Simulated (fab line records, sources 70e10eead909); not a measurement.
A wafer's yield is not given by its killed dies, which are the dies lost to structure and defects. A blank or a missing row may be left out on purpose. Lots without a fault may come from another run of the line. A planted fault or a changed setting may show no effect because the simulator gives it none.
Which tool did it? | flow nand harc | Sampling: 24 lots, 72 wafers, 6 of 1302 route steps

== WHAT EACH GAUGE READ, for each wafer ==
Not one reading of a measure or inspect step in the record can be checked against a usual standard deviation.

== WHICH TOOL RAN EACH LOT (tool, then ch and the chambers of the sampled wafers, then the start) ==
lot  | NHARC_A_CONTACT_ETCH_114             | NHARC_A_CONTACT_ETCH_120             | NHARC_A_CONTACT_ETCH_121             | NHARC_A_CONTACT_ETCH_139             | NHARC_A_CONTACT_ALD_18              | NHARC_A_CONTACT_CVD_19
L074 | har cap etch-03 ch 0,1, day 21 03:10 | har cap etch-03 ch 0,1, day 21 04:11 | har cap etch-03 ch 0,1, day 21 04:22 | har cap etch-03 ch 0,1, day 21 23:53 | ald metal-04 ch 0,1,2, day 22 01:36 | cvd w-01 ch 0,1, no start
L075 | har cap etch-02 ch 0,1, day 21 21:23 | har cap etch-02 ch 0,1, day 21 22:25 | har cap etch-02 ch 0,1, day 21 22:35 | har cap etch-02 ch 0,1, day 22 19:49 | ald metal-03 ch 0,1,2, day 22 22:05 | cvd w-01 ch 0,1, no start
L076 | har cap etch-02 ch 0,1, day 22 08:20 | har cap etch-02 ch 0,1, day 22 09:21 | har cap etch-02 ch 0,1, day 22 09:31 | har cap etch-02 ch 0,1, day 23 02:36 | ald metal-03 ch 0,1,3, day 23 04:38 | cvd w-02 ch 0,1, no start
L077 | har cap etch-03 ch 0,1, day 22 22:59 | har cap etch-03 ch 0,1, day 23 00:01 | har cap etch-03 ch 0,1, day 23 00:11 | har cap etch-03 ch 0,1, day 23 17:14 | ald metal-04 ch 0,1,2, day 23 19:00 | cvd w-02 ch 0,1, no start
L078 | har cap etch-01 ch 0,1, day 23 00:19 | har cap etch-01 ch 0,1, day 23 01:20 | har cap etch-01 ch 0,1, day 23 01:31 | har cap etch-01 ch 0,1, day 23 18:47 | ald metal-01 ch 0,1,2, day 23 20:36 | cvd w-02 ch 0,1, no start
L080 | har cap etch-02 ch 0, day 23 16:01   | har cap etch-02 ch 0, day 23 17:02   | har cap etch-02 ch 0, day 23 17:13   | har cap etch-03 ch 0,1, day 24 15:35 | ald metal-04 ch 0,1,2, day 24 17:19 | cvd w-02 ch 0,1, no start
L079 | har cap etch-03 ch 0,1, day 23 20:07 | har cap etch-03 ch 0,1, day 23 21:08 | har cap etch-03 ch 0,1, day 23 21:19 | har cap etch-02 ch 0,1, day 24 17:15 | ald metal-01 ch 0,1,3, day 24 18:59 | cvd w-01 ch 0,1, no start
L082 | har cap etch-01 ch 0,1, day 24 19:56 | har cap etch-01 ch 0,1, day 24 20:58 | har cap etch-01 ch 0,1, day 24 21:09 | har cap etch-03 ch 1, day 25 14:18   | ald metal-03 ch 1,3, day 25 16:03   | cvd w-02 ch 0,1, no start
L081 | har cap etch-03 ch 0,1, day 25 00:10 | har cap etch-03 ch 0,1, day 25 01:11 | har cap etch-03 ch 0,1, day 25 01:22 | har cap etch-01 ch 0,1, day 25 19:47 | ald metal-04 ch 0,1, day 25 21:52   | cvd w-02 ch 0,1, no start
L083 | har cap etch-02 ch 0,1, day 25 17:40 | har cap etch-02 ch 0,1, day 25 18:42 | har cap etch-02 ch 0,1, day 25 18:52 | har cap etch-03 ch 0,1, day 26 14:24 | ald metal-04 ch 1,2,3, day 26 16:02 | cvd w-01 ch 0,1, no start
L085 | har cap etch-03 ch 0,1, day 25 20:30 | har cap etch-03 ch 0,1, day 25 21:31 | har cap etch-03 ch 0,1, day 25 21:41 | har cap etch-02 ch 0,1, day 26 17:56 | ald metal-04 ch 0,2,3, day 26 19:46 | cvd w-02 ch 0,1, no start
L084 | har cap etch-02 ch 0,1, day 25 21:21 | har cap etch-02 ch 0,1, day 25 22:23 | har cap etch-02 ch 0,1, day 25 22:33 | har cap etch-01 ch 0,1, day 26 18:46 | ald metal-03 ch 0,2,3, day 26 20:29 | cvd w-01 ch 0,1, no start
L086 | har cap etch-01 ch 0,1, day 26 08:40 | har cap etch-01 ch 0,1, day 26 09:41 | har cap etch-01 ch 0,1, day 26 09:51 | har cap etch-01 ch 0,1, day 27 07:21 | ald metal-04 ch 0,2, day 27 09:15   | cvd w-01 ch 0,1, no start
L088 | har cap etch-02 ch 0,1, day 27 04:35 | har cap etch-02 ch 0,1, day 27 05:37 | har cap etch-02 ch 0,1, day 27 05:47 | har cap etch-01 ch 0,1, day 27 22:58 | ald metal-04 ch 0,2,3, day 28 00:40 | cvd w-02 ch 0,1, no start
L087 | har cap etch-02 ch 0,1, day 27 17:57 | har cap etch-02 ch 0,1, day 27 18:59 | har cap etch-02 ch 0,1, day 27 19:10 | har cap etch-02 ch 0,1, day 28 13:52 | ald metal-04 ch 0,1,3, day 28 15:33 | cvd w-02 ch 0,1, no start
L090 | har cap etch-03 ch 0,1, day 28 00:09 | har cap etch-03 ch 0,1, day 28 01:10 | har cap etch-03 ch 0,1, day 28 01:20 | har cap etch-03 ch 0,1, day 28 20:04 | ald metal-03 ch 1,2,3, day 28 21:46 | cvd w-01 ch 0,1, no start
L089 | har cap etch-01 ch 1, day 28 08:13   | har cap etch-01 ch 1, day 28 09:15   | har cap etch-01 ch 1, day 28 09:25   | har cap etch-03 ch 0,1, day 29 06:43 | ald metal-01 ch 0,1,3, day 29 08:29 | cvd w-02 ch 1, no start
L091 | har cap etch-02 ch 0,1, day 28 23:21 | har cap etch-02 ch 0,1, day 29 00:23 | har cap etch-02 ch 0,1, day 29 00:33 | har cap etch-01 ch 0,1, day 29 18:54 | ald metal-04 ch 0,2,3, day 29 20:38 | cvd w-01 ch 0,1, no start
L092 | har cap etch-01 ch 0,1, day 29 00:05 | har cap etch-01 ch 0,1, day 29 01:07 | har cap etch-01 ch 0,1, day 29 01:17 | har cap etch-03 ch 0,1, day 29 19:05 | ald metal-01 ch 0,1,3, day 29 21:16 | cvd w-02 ch 0, no start
L093 | har cap etch-03 ch 0,1, day 29 15:25 | har cap etch-03 ch 0,1, day 29 16:26 | har cap etch-03 ch 0,1, day 29 16:37 | har cap etch-01 ch 0,1, day 30 11:16 | ald metal-04 ch 0,2, day 30 12:58   | cvd w-01 ch 0,1, no start
L094 | har cap etch-02 ch 0,1, day 29 17:13 | har cap etch-02 ch 0,1, day 29 18:14 | har cap etch-02 ch 0,1, day 29 18:25 | har cap etch-03 ch 0,1, day 30 12:48 | ald metal-03 ch 0,2,3, day 30 14:32 | cvd w-02 ch 0,1, no start
L095 | har cap etch-02 ch 0,1, day 30 04:37 | har cap etch-02 ch 0,1, day 30 05:38 | har cap etch-02 ch 0,1, day 30 05:48 | har cap etch-02 ch 0,1, day 30 23:18 | ald metal-01 ch 0,2,3, day 31 01:01 | cvd w-01 ch 0,1, no start
L096 | har cap etch-01 ch 0,1, day 30 16:51 | har cap etch-01 ch 0,1, day 30 17:52 | har cap etch-01 ch 0,1, day 30 18:02 | har cap etch-01 ch 0,1, day 31 11:13 | ald metal-04 ch 0,1,2, day 31 12:55 | cvd w-02 ch 0,1, no start
L097 | har cap etch-03 ch 0,1, day 30 17:00 | har cap etch-03 ch 0,1, day 30 18:02 | har cap etch-03 ch 0,1, day 30 18:12 | har cap etch-03 ch 0,1, day 31 11:58 | ald metal-01 ch 2,3, day 31 13:47   | cvd w-02 ch 0,1, no start
- NHARC_A_CONTACT_ETCH_114: etches the open film in C4F8/O2/Ar, time 190 s, target depth 1850 nm.
- NHARC_A_CONTACT_ETCH_120: etches the open film in C4F8/O2/Ar, time 190 s, target depth 1850 nm.
- NHARC_A_CONTACT_ETCH_121: etches the open film in C4F8/O2/Ar, time 190 s, target depth 1850 nm.
- NHARC_A_CONTACT_ETCH_139: etches the open film in C4F8/O2/Ar, time 195 s, target depth 840 nm.
- NHARC_A_CONTACT_ALD_18: deposits TiN, target thk 3 nm, pulse time 1 s, ald cycles 150.
- NHARC_A_CONTACT_CVD_19: deposits W, target thk 300 nm, time 802 s.

== WHAT THE TOOLS THEMSELVES READ (means of the sampled wafers that have a number; where no wafer has one, the mark that the record gives instead) ==
NHARC_A_CONTACT_ETCH_114. Usual: oes air line au 0.998 a.u., standard deviation 0.02.
lot  | tool            | oes air line au (a.u.) | flag
L074 | har cap etch-03 | 0.981                  |
L075 | har cap etch-02 | 1.009                  |
L076 | har cap etch-02 | 0.985                  |
L077 | har cap etch-03 | 1.004                  |
L078 | har cap etch-01 | 0.982                  |
L080 | har cap etch-02 | 0.978                  |
L079 | har cap etch-03 | 1.012                  |
L082 | har cap etch-01 | 1.013                  |
L081 | har cap etch-03 | 0.990                  |
L083 | har cap etch-02 | 1.002                  |
L085 | har cap etch-03 | 1.010                  |
L084 | har cap etch-02 | 0.991                  |
L086 | har cap etch-01 | 0.994                  |
L088 | har cap etch-02 | 1.002                  |
L087 | har cap etch-02 | 0.991                  |
L090 | har cap etch-03 | 0.995                  |
L089 | har cap etch-01 | 0.995                  |
L091 | har cap etch-02 | 1.005                  |
L092 | har cap etch-01 | 1.002                  |
L093 | har cap etch-03 | 1.003                  |
L094 | har cap etch-02 | 0.976                  |
L095 | har cap etch-02 | 0.990                  |
L096 | har cap etch-01 | 0.986                  |
L097 | har cap etch-03 | 1.031                  |

NHARC_A_CONTACT_ETCH_120. Usual: oes air line au 1.000 a.u., standard deviation 0.021.
lot  | tool            | oes air line au (a.u.) | flag
L074 | har cap etch-03 | 1.014                  |
L075 | har cap etch-02 | 0.977                  |
L076 | har cap etch-02 | 0.999                  |
L077 | har cap etch-03 | 0.976                  |
L078 | har cap etch-01 | 0.995                  |
L080 | har cap etch-02 | 0.997                  |
L079 | har cap etch-03 | 0.981                  |
L082 | har cap etch-01 | 1.015                  |
L081 | har cap etch-03 | 0.986                  |
L083 | har cap etch-02 | 0.986                  |
L085 | har cap etch-03 | 0.986                  |
L084 | har cap etch-02 | 0.998                  |
L086 | har cap etch-01 | 1.010                  |
L088 | har cap etch-02 | 1.003                  |
L087 | har cap etch-02 | 1.003                  |
L090 | har cap etch-03 | 1.015                  |
L089 | har cap etch-01 | 1.027                  |
L091 | har cap etch-02 | 1.025                  |
L092 | har cap etch-01 | 0.988                  |
L093 | har cap etch-03 | 0.997                  |
L094 | har cap etch-02 | 1.004                  |
L095 | har cap etch-02 | 1.006                  |
L096 | har cap etch-01 | 1.011                  |
L097 | har cap etch-03 | 0.984                  |

NHARC_A_CONTACT_ETCH_121. Usual: oes air line au 1.001 a.u., standard deviation 0.021.
lot  | tool            | oes air line au (a.u.) | flag
L074 | har cap etch-03 | 0.967                  |
L075 | har cap etch-02 | 0.997                  |
L076 | har cap etch-02 | 0.994                  |
L077 | har cap etch-03 | 1.003                  |
L078 | har cap etch-01 | 0.990                  |
L080 | har cap etch-02 | 0.974                  |
L079 | har cap etch-03 | 1.003                  |
L082 | har cap etch-01 | 0.990                  |
L081 | har cap etch-03 | 1.008                  |
L083 | har cap etch-02 | 0.998                  |
L085 | har cap etch-03 | 1.031                  |
L084 | har cap etch-02 | 1.019                  |
L086 | har cap etch-01 | 0.981                  |
L088 | har cap etch-02 | 1.004                  |
L087 | har cap etch-02 | 0.983                  |
L090 | har cap etch-03 | 1.000                  |
L089 | har cap etch-01 | 1.008                  |
L091 | har cap etch-02 | 1.005                  |
L092 | har cap etch-01 | 1.027                  |
L093 | har cap etch-03 | 1.002                  |
L094 | har cap etch-02 | 1.004                  |
L095 | har cap etch-02 | 1.023                  |
L096 | har cap etch-01 | 1.020                  |
L097 | har cap etch-03 | 0.996                  |

NHARC_A_CONTACT_ETCH_139. Usual: oes air line au 1.002 a.u., standard deviation 0.019.
lot  | tool            | oes air line au (a.u.) | flag
L074 | har cap etch-03 | 0.994                  |
L075 | har cap etch-02 | 1.006                  |
L076 | har cap etch-02 | 1.010                  |
L077 | har cap etch-03 | 0.997                  |
L078 | har cap etch-01 | 1.023                  |
L080 | har cap etch-03 | 1.015                  |
L079 | har cap etch-02 | 1.029                  |
L082 | har cap etch-03 | 1.003                  |
L081 | har cap etch-01 | 1.008                  |
L083 | har cap etch-03 | 1.009                  |
L085 | har cap etch-02 | 1.009                  |
L084 | har cap etch-01 | 1.000                  |
L086 | har cap etch-01 | 0.991                  |
L088 | har cap etch-01 | 1.010                  |
L087 | har cap etch-02 | 1.017                  |
L090 | har cap etch-03 | 0.989                  |
L089 | har cap etch-03 | 0.987                  |
L091 | har cap etch-01 | 1.015                  |
L092 | har cap etch-03 | 0.983                  |
L093 | har cap etch-01 | 0.992                  |
L094 | har cap etch-03 | 1.008                  |
L095 | har cap etch-02 | 0.989                  |
L096 | har cap etch-01 | 1.011                  |
L097 | har cap etch-03 | 1.007                  |

NHARC_A_CONTACT_ALD_18. Usual: heater power w 1108 W, standard deviation 120; precursor pulse height rel 1.001, standard deviation 0.02.
lot  | tool         | heater power w (W) | precursor pulse height rel | flag
L074 | ald metal-04 | 1135               | 1.009                      |
L075 | ald metal-03 | 1007               | 0.999                      |
L076 | ald metal-03 | 1111               | 1.007                      |
L077 | ald metal-04 | 1120               | 0.983                      |
L078 | ald metal-01 | 1039               | 0.984                      |
L080 | ald metal-04 | 1122               | 0.994                      |
L079 | ald metal-01 | 1117               | 1.005                      |
L082 | ald metal-03 | 1156               | 0.984                      |
L081 | ald metal-04 | 1151               | 1.023                      |
L083 | ald metal-04 | 1162               | 0.989                      |
L085 | ald metal-04 | 1158               | 1.005                      |
L084 | ald metal-03 | 925                | 1.009                      |
L086 | ald metal-04 | 1143               | 0.989                      |
L088 | ald metal-04 | 1182               | 1.004                      |
L087 | ald metal-04 | 1149               | 1.007                      |
L090 | ald metal-03 | 1011               | 1.012                      |
L089 | ald metal-01 | 1134               | 0.985                      |
L091 | ald metal-04 | 1139               | 1.013                      |
L092 | ald metal-01 | 1139               | 1.012                      |
L093 | ald metal-04 | 1127               | 0.990                      |
L094 | ald metal-03 | 946                | 1.010                      |
L095 | ald metal-01 | 1052               | 1.019                      |
L096 | ald metal-04 | 1156               | 1.009                      |
L097 | ald metal-01 | 1100               | 0.996                      |

NHARC_A_CONTACT_CVD_19. Usual: heater power w 509 W, standard deviation 51; throttle valve pct 8.08 %, standard deviation 0.26.
lot  | tool     | heater power w (W) | throttle valve pct (%) | flag
L074 | cvd w-01 | 468                | 8.19                   |
L075 | cvd w-01 | 468                | 8.34                   |
L076 | cvd w-02 | 533                | 7.84                   |
L077 | cvd w-02 | 559                | 8.01                   |
L078 | cvd w-02 | 565                | 8.01                   |
L080 | cvd w-02 | 559                | 8.02                   |
L079 | cvd w-01 | 475                | 8.12                   |
L082 | cvd w-02 | 572                | 8.15                   |
L081 | cvd w-02 | 533                | 8.18                   |
L083 | cvd w-01 | 460                | 8.18                   |
L085 | cvd w-02 | 548                | 7.98                   |
L084 | cvd w-01 | 462                | 8.01                   |
L086 | cvd w-01 | 477                | 8.36                   |
L088 | cvd w-02 | 550                | 7.82                   |
L087 | cvd w-02 | 513                | 7.83                   |
L090 | cvd w-01 | 479                | 8.40                   |
L089 | cvd w-02 | 574                | 7.97                   |
L091 | cvd w-01 | 465                | 8.31                   |
L092 | cvd w-02 | 475                | 7.79                   |
L093 | cvd w-01 | 477                | 8.23                   |
L094 | cvd w-02 | 555                | 7.93                   |
L095 | cvd w-01 | 475                | 8.33                   |
L096 | cvd w-02 | 546                | 7.82                   |
L097 | cvd w-02 | 514                | 7.78                   |

== THE ANSWER, worked out from the rows above alone ==
Rule: a lot is off if the mean of its wafers that have a number lies more than 3 standard deviations from the usual mean. Also off: a lot with no number at a reading for which 4 or more lots have one. All remaining lots with rows at the step are treated as sound. First the gauges in route order, then the tools' own readings, where a lot's mean is used as printed above. The first step at which some lot is off is used, and at that step the reading that is off furthest; a lot without a number counts as furthest.
None of the lots is off at any reading shown; this tells nothing.

== WHAT HAD BEEN PUT IN BY THE SIMULATOR ==
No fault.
